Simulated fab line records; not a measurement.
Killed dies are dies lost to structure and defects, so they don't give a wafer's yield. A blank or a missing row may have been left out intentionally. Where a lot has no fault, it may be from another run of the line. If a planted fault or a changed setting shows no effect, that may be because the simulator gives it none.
Struck lot and sound lot, side by side    flow n5_finfet    36 out of 1938 route steps
Sound: the wafers L234.4, L234.5, L234.6. Struck: wafer L233.1 (left out: L233.4, a lot-mate that was not struck); the cause follows at the end.
For every step that has rows: the tool of each side, followed by ch and its chambers, followed by its first start. Under that, the readings that differ: sound wafers    struck wafers    difference of the means    sigmas: that difference in standard deviations of wafers without a fault.
alike: words and numbers the same on both sides, and readings whose means are apart by under 2 such deviations; not compared: readings that were withheld, readings missing a value for some wafer, numbers with overlapping values and no deviation given by the record, and bounds like >300 which may hide the same value.
A row with sigmas, a row that says differs or no value, or rows on one side alone: a step with any of these is where the two part. Non-overlapping numbers with no deviation appear without sigmas and do not part them. Lack of a reading on every wafer of one side parts them only where that side has two or more wafers.

first, 9 steps without rows for these wafers: N5_BEOL_M11_ALD_74 (deposits TaN, target thk 2 nm, pulse time 2 s, purge time 3 s); N5_BEOL_M11_SURFACE_TREAT_76; N5_BEOL_M11_CVD_75 (deposits Co from CCTBA/H2, target thk 2 nm, time 138.9 s); N5_BEOL_M11_SPUTTER_48 (material Cu, target thk 12 nm, time 2 s); N5_BEOL_M11_ECD_50 (material Cu, target thk 318 nm); N5_BEOL_M11_ANNEAL_51 (time 90 s); N5_BEOL_M11_CMP_52 (polishes, stops on SiCOH lowk, t overpolish 7 s, target thk 140 nm); N5_BEOL_M11_PRE_CLEAN_55 (time 15 s); N5_BEOL_M11_DEP_56 (deposits SiCN from 3MS/NH3, target thk 30 nm, time 10.5 s).
N5_BEOL_M12_ILD_DEP_00: deposits SiOC from DEMS/O2, target thk 658.92 nm, time 130.7 s.
  sound on pecvd-02 ch 0,1,2, day 16 13:17; struck on pecvd-03 ch 1, day 16 23:14
reading                                        sound          struck  difference  sigmas
model.SiOC_of_BEOL_M12_ILD_DEP_00.thk_nm (nm)  662 666 663.8  922     +258        
  alike: heater_power_w, showerhead_plenum_p_Torr, throttle_valve_pct
N5_BEOL_M12_THK_MEAS_01:
  struck on film_metro-02, day 16 23:22; sound on film_metro-01, day 16 13:23
reading           sound        struck  difference  sigmas
M12_ILD_THK (nm)  662 666 664  922     +258        +31
then, 10 steps without rows for these wafers: N5_BEOL_M12_COAT_58 (time 60 s, resist thk 89 nm); N5_BEOL_M12_COAT_04 (resist thk 400 nm); N5_BEOL_M12_EBR_06; N5_BEOL_M12_SOFTBAKE_05 (time 60 s); N5_BEOL_M12_EXPOSE_07 (exposes mask V11); N5_BEOL_M12_PEB_08 (peb time 90 s); N5_BEOL_M12_DEVELOP_09 (develop time 45 s); N5_BEOL_M12_HARDBAKE_14 (time 120 s); N5_BEOL_M12_DESCUM_15 (chemistry O2, time 7.9 s); N5_BEOL_M12_ETCH_59 (etches BARC in N2/H2, target depth 89 nm, overetch 26.7 nm, time 67.9 s).
N5_BEOL_M12_VIA_ETCH_16: etches SiOC in C4F8/O2/Ar, target depth 724.8 nm.
  sound on rie_diel-05 ch 0,1,3, day 16 13:58; struck on rie_diel-03 ch 2, day 16 23:58
reading                                     sound              struck  difference  sigmas
model.etch.depth_nm (nm)                    661.9 666 663.9    921.9   +258.0      
model.coat_of_BEOL_M12_COAT_04.thk_nm (nm)  120.4 122.6 124.4  45.6    -76.9       
  alike: drypump_motor_current_A, oes_product_au, rf_vpp_V, showerhead_plenum_p_Torr, throttle_valve_pct
N5_BEOL_M12_STRIP_63: strips in N2/H2.
  sound on plasma_asher-01 ch 0,1, day 16 14:06; struck on plasma_asher-02 ch 1, day 17 00:10
reading                       sound              struck  difference                    sigmas
drypump_motor_current_A (A)   5.87 5.88 5.68     4.96    -0.85                         -3
oes_product_au (a.u.)         0.694 0.692 0.694  0.656   -0.037                        -8
rf_hours_counter_h (h)        - - -              92      no value on the sound wafers  
strip_time_to_endpoint_s (s)  41.8 42.4 42.8     20.2    -22.1                         -30
  alike: heater_power_w
then, 12 steps without rows for these wafers: N5_BEOL_M12_STRIP_64 (strips in N2/H2); N5_BEOL_M12_STRIP_71 (strips in post etch residue remover, time 60 s); N5_BEOL_M12_SRD_72 (time 30 s, dry time 30 s); N5_BEOL_M12_COAT_65 (time 60 s, resist thk 300 nm); N5_BEOL_M12_COAT_66 (time 60 s, resist thk 110 nm); N5_BEOL_M12_COAT_22 (resist thk 300 nm); N5_BEOL_M12_EBR_24; N5_BEOL_M12_SOFTBAKE_23 (time 60 s); N5_BEOL_M12_EXPOSE_25 (exposes mask M12); N5_BEOL_M12_PEB_26 (peb time 90 s); N5_BEOL_M12_DEVELOP_27 (develop time 45 s); N5_BEOL_M12_HARDBAKE_32 (time 120 s).
N5_BEOL_M12_CMP_49: polishes, stops on SiOC, t overpolish 20.6 s, target thk 320 nm.
  sound on cmp-04 ch 0,2,3, day 16 16:40; struck on cmp-01 ch 2, day 17 06:05
reading                                        sound            struck  difference  sigmas
model.SiOC_of_BEOL_M12_ILD_DEP_00.thk_nm (nm)  603 607.6 602.4  862.6   +258.3      
  alike: clearing_platen_rpm, motor_current_A

WHERE THEY PART
At N5_BEOL_M12_THK_MEAS_01 first; at N5_BEOL_M12_STRIP_63 last (within this record only). Later steps at which nothing parts them and some readings are alike: N5_BEOL_M12_CMP_49.

WHY: the cause the simulator had injected
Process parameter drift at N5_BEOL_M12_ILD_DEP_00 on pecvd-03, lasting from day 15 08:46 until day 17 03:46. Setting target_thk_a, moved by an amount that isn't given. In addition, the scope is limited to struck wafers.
